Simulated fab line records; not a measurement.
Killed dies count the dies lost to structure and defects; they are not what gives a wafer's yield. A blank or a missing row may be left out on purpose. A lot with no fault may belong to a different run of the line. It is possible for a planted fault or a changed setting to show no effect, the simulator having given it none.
A lot that was struck, set against a sound lot + flow n5-finfet + 15 steps out of a route of 1938
Sound: wafers L125.2, L125.3, L125.4. Struck: wafers L130.2, L130.5, L130.6. The cause comes at the end.
At each step with rows: each side's tool, then ch and its chambers, then its first start. Under that, the readings that differ: sound wafers + struck wafers + difference of the means + sigmas: that difference in standard deviations of wafers without a fault.
alike: readings whose means differ by less than 2 such deviations, and words and numbers that are the same on both sides. not compared: withheld readings, readings that some wafer has no value for, bounds like >300 that may hide the same value, and numbers for which the record gives no deviation and whose values overlap.
The two part at a step that has a row with sigmas, a row that says differs or no value, or rows on one side only. Numbers that have no deviation but don't overlap get no sigmas and don't part them. Lack of a reading on every wafer of one side parts them only where that side has two or more wafers.

N5_GATE_CUT_VAPOR_ETCH_60: etches HfO2 in BCl3/Cl2.
  sound on rie-metal-01 ch 0,1, day 4 12:22; struck on rie-metal-01 ch 0,1, day 5 15:00
  alike: drypump-motor-current-A, oes-product-au
N5_GATE_CUT_ETCH_58: etches SiNx in CH3F/O2, target depth 17 nm, time 128.6 s.
  sound on rie-diel-03 ch 0,2,3, day 4 12:25; struck on rie-diel-01 ch 0,1,3, day 5 15:03
  alike: drypump-motor-current-A, oes-product-au, rf-vpp-V, showerhead-plenum-p-Torr, throttle-valve-pct
  not compared: rf-hours-counter-h
then, 3 steps without rows for these wafers: N5_GATE_CUT_STRIP_59 (strips in N2/H2, time 20 s); N5_GATE_CUT_PRECLEAN_31 (cleans in DIW, time 300 s); N5_GATE_CUT_SRD_32 (time 30 s).
N5_GATE_CUT_SAC_CAP_01: material SiNx, target thk 24 nm, pulse time 1 s, ald cycles 480.
  sound on ald-sin-01 ch 0,1,2, day 4 12:44; struck on ald-sin-02 ch 2,3, day 5 15:28
  alike: heater-power-w, precursor-pulse-height-rel
  not compared: since-wet-clean-h
N5_GATE_CUT_PECVD_57: deposits SiNx from SiH4/NH3/N2, target thk 21 nm.
  sound on pecvd-04 ch 0,1,2, day 4 14:56; struck on pecvd-03 ch 0,1,2, day 5 17:40
  alike: heater-power-w, showerhead-plenum-p-Torr, throttle-valve-pct
  not compared: since-wet-clean-h
then, 1 step without rows for these wafers: N5_GATE_CUT_CMP_02 (polishes, stops on SiO2, t overpolish 12.7 s, target thk 0 nm).
N5_GATE_CUT_HM_DEP_46: deposits SiO2 from TEOS/O2, target thk 130 nm, time 26.6 s.
  sound on pecvd-04 ch 0,2, day 4 15:20; struck on pecvd-03 ch 0,1,2, day 5 18:04
  alike: heater-power-w, showerhead-plenum-p-Torr, throttle-valve-pct
  not compared: since-wet-clean-h
then, 2 steps without rows for these wafers: N5_GATE_CUT_COAT_34 (time 60 s, resist thk 60 nm); N5_GATE_CUT_COAT_35 (time 60 s, resist thk 10 nm).
N5_GATE_CUT_COAT_27: time 60 s, resist thk 10 nm.
  sound on litho-track-05 ch 0, day 4 15:25; struck on litho-track-02 ch 0, day 5 18:08
| reading                  | sound                | struck               | difference | sigmas |
|--------------------------|----------------------|----------------------|------------|--------|
| heater-power-total-W (W) | 394.1 392.7 390.8    | 386.5 386.8 387.1    | -5.7       | -4     |
| plate-temp-C (C)         | 205.29 205.26 205.07 | 202.80 202.65 202.83 | -2.45      | -15    |
then, 1 step without rows for these wafers: N5_GATE_CUT_COAT_07 (resist thk 30 nm).
-- the record jumps here: 4 days lie between the struck wafers' starts before and after (it left off in module GATE_CUT and takes up again in module BEOL_M4, whose first step shown is number 1111 of the route) --
N5_BEOL_M4_RC_MEAS_101:
  sound on prober-01 ch 0, day 8 10:47; struck on prober-02 ch 0, day 9 15:53
| reading        | sound          | struck         | difference | sigmas |
|----------------|----------------|----------------|------------|--------|
| IOFF_P (nA/um) | 0.14 0.14 0.13 | 0.26 0.23 0.26 | +0.11      | +2     |
| ION_P (uA/um)  | 456 451 444    | 476 476 481    | +27        | +3     |
| VT_N (mV)      | 254 259 257    | 247 249 248    | -9         | -2     |
| VT_P (mV)      | -258 -257 -260 | -246 -248 -248 | +11        | +3     |
  alike: DIBL_N, DIBL_P, IOFF_N, ION_N, SS_N, SS_P
next, for these wafers, 1 step has no rows: N5_PASSIVATION_PROBE_49.

WHERE THEY PART
Last at N5_BEOL_M4_RC_MEAS_101 as far as this record goes, first at N5_GATE_CUT_COAT_27.

WHY: the cause the simulator had injected
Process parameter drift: litho-track-02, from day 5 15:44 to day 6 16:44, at N5_GATE_CUT_COAT_27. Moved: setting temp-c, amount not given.
